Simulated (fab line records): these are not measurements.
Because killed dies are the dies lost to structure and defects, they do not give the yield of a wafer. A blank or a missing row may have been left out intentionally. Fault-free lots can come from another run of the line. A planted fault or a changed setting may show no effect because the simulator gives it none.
Which of the tools did it? + flow nand_harc + Sampling: 11 lots, 33 wafers, 2 of 1302 route steps

## WHAT EACH GAUGE READ, for each wafer
NHARC_P_ZERO_WELL_CD_MEAS_24 targets a cd of 720 nm.
| lot  | measured     | on        | cd_nm (nm)        |
|------|--------------|-----------|-------------------|
| L806 | day 2 08:35  | cd_sem-03 | 718.7 717.6 718.3 |
| L807 | day 2 18:35  | cd_sem-01 | 721.1 722.5 723.8 |
| L809 | day 3 14:36  | cd_sem-02 | 720.7 720.9 718.6 |
| L810 | day 4 00:37  | cd_sem-01 | 720.6 719.4 720.1 |
| L818 | day 7 08:29  | cd_sem-02 | 758.7 760.4 760.4 |
| L819 | day 7 18:56  | cd_sem-01 | 762.4 763.9 763.3 |
| L822 | day 9 00:28  | cd_sem-01 | 720.4 720.1 721.3 |
| L823 | day 9 10:38  | cd_sem-03 | 721.2 721.3 723.4 |
| L824 | day 9 20:38  | cd_sem-01 | 719.0 717.9 717.4 |
| L825 | day 10 06:36 | cd_sem-01 | 721.3 718.4 720.3 |
| L826 | day 10 16:31 | cd_sem-01 | 718.7 719.5 718.2 |

## EACH LOT AND THE TOOL THAT RAN IT (in order: tool; ch and the chambers of the sampled wafers; start)
| lot  | NHARC_P_ZERO_WELL_EXPOSE_21       |
|------|-----------------------------------|
| L806 | krf_scanner-03 ch 0, day 2 08:26  |
| L807 | krf_scanner-02 ch 0, day 2 18:26  |
| L809 | krf_scanner-04 ch 0, day 3 14:27  |
| L810 | krf_scanner-03 ch 0, day 4 00:28  |
| L818 | krf_scanner-03 ch 0, day 7 08:20  |
| L819 | krf_scanner-03 ch 0, day 7 18:46  |
| L822 | krf_scanner-02 ch 0, day 9 00:19  |
| L823 | krf_scanner-02 ch 0, day 9 10:29  |
| L824 | krf_scanner-04 ch 0, day 9 20:29  |
| L825 | krf_scanner-02 ch 0, day 10 06:27 |
| L826 | krf_scanner-02 ch 0, day 10 16:22 |
- NHARC_P_ZERO_WELL_EXPOSE_21: exposes mask P NWELL, target cd 720 nm.

## THE ANSWER, worked out from the rows above alone
Rule: the lots themselves supply what counts as usual. The widest of any qualifying gaps counts: lots, ordered by their means at a reading, are off when they make up no more than a third of the lots, leave a main group of 4 or more, and stand apart from it by 3 or more times the standard deviation of that group's means. A main group whose means are all the same, to the digits that the tables above print for the reading, isn't used. Also off: a lot with no number at a reading for which 4 or more lots have one. Any other lot the step has rows for is counted as sound.
Off: L818, L819 (NHARC_P_ZERO_WELL_CD_MEAS_24, cd_nm). Mean 720.0 nm and standard deviation 1.4 in the main group.
A tool fits if, at a process step before that reading, it ran every lot that is off, and no sound lot after the first of them. The gauges at NHARC_P_ZERO_WELL_CD_MEAS_24 are tried like those tools. One fits: NHARC_P_ZERO_WELL_EXPOSE_21 on krf_scanner-03. Its last sound lot is L810 (day 4 00:28), its first lot that is off L818 (day 7 08:20): a fault that began between those two fits.

## WHAT HAD BEEN PUT IN BY THE SIMULATOR
Process parameter drift: krf_scanner-03, from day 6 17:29 on, at NHARC_P_ZERO_WELL_EXPOSE_21. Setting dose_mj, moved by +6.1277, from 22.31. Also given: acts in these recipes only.
Struck lots among those shown: L818, L819. The rule given above showed the same thing.
